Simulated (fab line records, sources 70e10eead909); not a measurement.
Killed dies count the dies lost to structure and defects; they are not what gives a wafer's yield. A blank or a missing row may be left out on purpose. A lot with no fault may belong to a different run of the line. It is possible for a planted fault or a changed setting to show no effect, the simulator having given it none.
Matching of chambers -- flow nand_harc -- 3 sister chambers for NHARC_A_STAIRCASE_DEP_417 on pecvd-04
The step deposits Si3N4, target thk 60 nm. 6 wafers are shown with their chamber, then 7 later ones without.

## WAFERS WITH THEIR CHAMBER
wafer,chamber,heater_power_w (W)
L082.2,0,736
L085.6,0,600
L086.4,1,793
L086.5,2,885
L087.1,1,700
L087.4,2,817

## WAFERS WITHOUT THEIR CHAMBER
wafer,heater_power_w (W)
L087.6,611
L094.1,842
L094.4,851
L094.5,798
L095.1,677
L095.2,728
L095.4,661

## WHICH CHAMBER EACH WENT THROUGH
wafer,from the rows above,in truth
L087.6,can't be placed: 0 or 1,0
L094.1,can't be placed: 2 or 1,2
L094.4,can't be placed: 2 or 1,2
L094.5,can't be placed: 1 or 2 or 0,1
L095.1,can't be placed: 0 or 1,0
L095.2,can't be placed: 1 or 0 or 2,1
L095.4,can't be placed: 0 or 1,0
Correct placement for 0 of the 7. From these rows, 7 cannot be placed; in 7 the true chamber is one of the candidates. 0 placed wrongly.
How it was worked out, from the rows above alone: a wafer's distance from a chamber is the root of the sum, over the readings, of the square of ((its reading less the chamber's mean) divided by the reading's scatter). The wafer belongs to the nearest chamber; if the next one is less than 2 further off, it can't be placed. The mean given for a chamber averages the wafers shown for that chamber. How the scatter is found: for the shown wafers, subtract from each reading the mean of its chamber, square and add these, divide the total by (wafers less chambers), then take the root.
